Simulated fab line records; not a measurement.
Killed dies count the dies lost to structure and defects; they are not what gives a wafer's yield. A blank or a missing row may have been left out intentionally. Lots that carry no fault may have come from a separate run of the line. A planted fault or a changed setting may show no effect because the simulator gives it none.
Matching of chambers ; flow nand-harc ; 4 sister chambers for NHARC_A_STAIRCASE_CMP_472 on cmp-04
The step polishes SiO2. 16 wafers are shown with their chamber, then 8 later ones without.

== WAFERS PAIRED WITH THEIR CHAMBERS ==
wafer;chamber;motor-current-A (A)
L074.1;0;10.8
L074.5;0;11.1
L074.6;1;12.3
L076.1;3;10.7
L076.3;1;12.5
L076.4;0;11.0
L081.1;0;11.3
L081.5;0;10.5
L081.6;1;11.6
L081.2;2;13.0
L081.3;1;12.6
L081.4;3;11.0
L080.1;0;10.6
L080.2;2;13.4
L080.4;3;10.7
L087.4;1;12.5

SIGNATURES, as means of the wafers listed above
reading;chamber 0;chamber 1;chamber 2;chamber 3;scatter within a chamber
motor-current-A;10.883;12.300;13.200;10.800;0.325
Rule: distance of a wafer from a chamber = root of the sum over the readings of ((wafer's reading minus chamber's mean) / reading's scatter) squared. The wafer belongs to the nearest chamber; if the next one is less than 2 further off, it can't be placed. The scatter is the square root of a quotient: the sum, over the shown wafers, of each reading's squared deviation from its chamber's mean, divided by wafers minus chambers.

== WAFERS WITH NO CHAMBER GIVEN ==
wafer;motor-current-A (A)
L087.5;12.7
L087.6;12.8
L087.1;13.2
L087.2;10.9
L087.3;10.6
L090.1;10.8
L090.2;11.7
L090.5;10.7

== WHICH CHAMBER EACH ONE RAN IN ==
wafer;from the rows above;in truth
L087.5;can't be placed: 1 or 2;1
L087.6;can't be placed: 2 or 1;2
L087.1;2;2
L087.2;can't be placed: 0 or 3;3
L087.3;can't be placed: 3 or 0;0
L090.1;can't be placed: 3 or 0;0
L090.2;can't be placed: 1 or 0 or 3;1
L090.5;can't be placed: 3 or 0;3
Placed correctly: 1 of 8. These rows do not allow placing 7 (true chamber among the candidates in 7). Wrongly placed: 0.
